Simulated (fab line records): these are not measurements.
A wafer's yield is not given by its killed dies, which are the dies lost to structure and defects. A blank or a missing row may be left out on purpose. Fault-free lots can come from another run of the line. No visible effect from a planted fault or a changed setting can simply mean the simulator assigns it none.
Chamber matching | flow nand-harc | rie-diel-05 running NHARC_P_M2_DESCUM_14: 4 sister chambers
The step chemistry O2, time 3 s. 16 wafers are shown with their chamber, then 8 later ones without.

== WAFERS WITH THEIR CHAMBER ==
wafer  | chamber | drypump-motor-current-A (A) | oes-product-au (a.u.) | rf-vpp-V (V)
L569.2 | 1       | 6.0                         | 0.988                 | 57.5
L569.4 | 0       | 5.6                         | 0.995                 | 57.0
L569.6 | 2       | 6.2                         | 0.999                 | 57.9
L574.1 | 3       | 6.6                         | 1.021                 | 58.6
L574.3 | 0       | 5.6                         | 0.992                 | 56.3
L574.4 | 2       | 6.2                         | 1.001                 | 57.8
L576.1 | 0       | 5.5                         | 0.996                 | 56.6
L576.2 | 3       | 6.6                         | 1.025                 | 57.9
L576.6 | 2       | 6.2                         | 1.008                 | 56.6
L575.2 | 2       | 6.2                         | 1.003                 | 57.0
L575.3 | 3       | 6.6                         | 1.016                 | 55.0
L575.4 | 1       | 6.1                         | 1.005                 | 57.8
L583.1 | 1       | 6.1                         | 1.009                 | 57.6
L583.3 | 3       | 6.7                         | 1.019                 | 58.6
L583.5 | 3       | 6.6                         | 1.005                 | 58.6
L586.1 | 2       | 6.2                         | 1.030                 | 58.0

SIGNATURES (averages over the wafers above)
reading                 | chamber 0 | chamber 1 | chamber 2 | chamber 3 | scatter within a chamber
drypump-motor-current-A | 5.567     | 6.067     | 6.200     | 6.620     | 0.0422
oes-product-au          | 0.99433   | 1.00067   | 1.00820   | 1.01720   | 0.00968
rf-vpp-V                | 56.633    | 57.633    | 57.460    | 57.740    | 0.983
Rule: for a wafer and a chamber, the distance is found by dividing, reading by reading, the gap between the wafer's reading and the chamber's mean by the reading's scatter, squaring, summing and taking the root. The wafer belongs to the nearest chamber; if the next one is less than 2 further off, it can't be placed. The scatter: take each reading less its chamber's mean, square it, sum over the shown wafers, divide by the number of wafers less the number of chambers, and take the root.

== WAFERS MISSING THEIR CHAMBER ==
wafer  | drypump-motor-current-A (A) | oes-product-au (a.u.) | rf-vpp-V (V)
L586.3 | 6.6                         | 1.022                 | 57.7
L586.5 | 5.5                         | 0.998                 | 57.0
L588.1 | 5.6                         | 0.999                 | 57.2
L588.5 | 5.5                         | 0.992                 | 56.0
L588.6 | 6.6                         | 1.016                 | 57.3
L587.1 | 6.6                         | 1.011                 | 58.5
L587.4 | 6.2                         | 1.022                 | 57.6
L587.6 | 5.5                         | 0.993                 | 58.0

== THE CHAMBER EACH PASSED THROUGH ==
wafer  | from the rows above | in truth
L586.3 | 3                   | 3
L586.5 | 0                   | 0
L588.1 | 0                   | 0
L588.5 | 0                   | 0
L588.6 | 3                   | 3
L587.1 | 3                   | 3
L587.4 | 2                   | 2
L587.6 | 0                   | 0
Correctly placed: 8 of 8. Left unplaced by these rows: 0. Wrongly placed: 0.
